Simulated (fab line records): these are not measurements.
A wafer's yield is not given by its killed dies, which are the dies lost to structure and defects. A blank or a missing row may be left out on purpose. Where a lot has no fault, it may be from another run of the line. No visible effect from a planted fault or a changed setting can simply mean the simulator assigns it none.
Matching of chambers | flow n5_finfet | N5_BEOL_M5_CVD_47 on cvd_co-02: 3 sister chambers
The step deposits Co from CCTBA/H2, target thk 3 nm, time 216 s. 14 wafers are shown with their chamber, then 7 later ones without.

== WAFERS, EACH WITH ITS CHAMBER ==
wafer  | chamber | run_length_s (s)
L713.2 | 2       | 238.2
L713.3 | 1       | 238.4
L713.5 | 1       | 238.2
L715.1 | 2       | 238.7
L715.2 | 1       | 238.8
L715.5 | 1       | 239.0
L714.2 | 0       | 238.7
L714.3 | 2       | 238.6
L714.4 | 0       | 239.0
L716.1 | 0       | 238.6
L716.2 | 1       | 238.6
L716.3 | 2       | 239.3
L718.1 | 2       | 239.1
L718.4 | 1       | 238.6

SIGNATURES (means of the wafers above)
reading      | chamber 0 | chamber 1 | chamber 2 | scatter within a chamber
run_length_s | 238.767   | 238.600   | 238.780   | 0.335
Rule: for each reading, subtract the chamber's mean from the wafer's reading, divide by that reading's scatter and square the result; add these up over the readings and take the root, which gives the wafer's distance from the chamber. If the next closest chamber is less than 2 further off than the closest, the wafer can't be placed; otherwise it belongs to the closest. The scatter: take each reading less its chamber's mean, square it, sum over the shown wafers, divide by the number of wafers less the number of chambers, and take the root.

== WAFERS WHOSE CHAMBER IS MISSING ==
wafer  | run_length_s (s)
L718.5 | 238.3
L721.2 | 238.5
L721.3 | 238.2
L721.5 | 238.5
L724.2 | 238.8
L726.5 | 238.7
L728.2 | 238.4

== CHAMBER TAKEN BY EACH ==
wafer  | from the rows above          | in truth
L718.5 | can't be placed: 1 or 0 or 2 | 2
L721.2 | can't be placed: 1 or 0 or 2 | 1
L721.3 | can't be placed: 1 or 0 or 2 | 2
L721.5 | can't be placed: 1 or 0 or 2 | 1
L724.2 | can't be placed: 2 or 0 or 1 | 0
L726.5 | can't be placed: 0 or 2 or 1 | 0
L728.2 | can't be placed: 1 or 0 or 2 | 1
Placed correctly: 0 of 7. These rows do not allow placing 7 (true chamber among the candidates in 7). Number placed wrongly: 0.
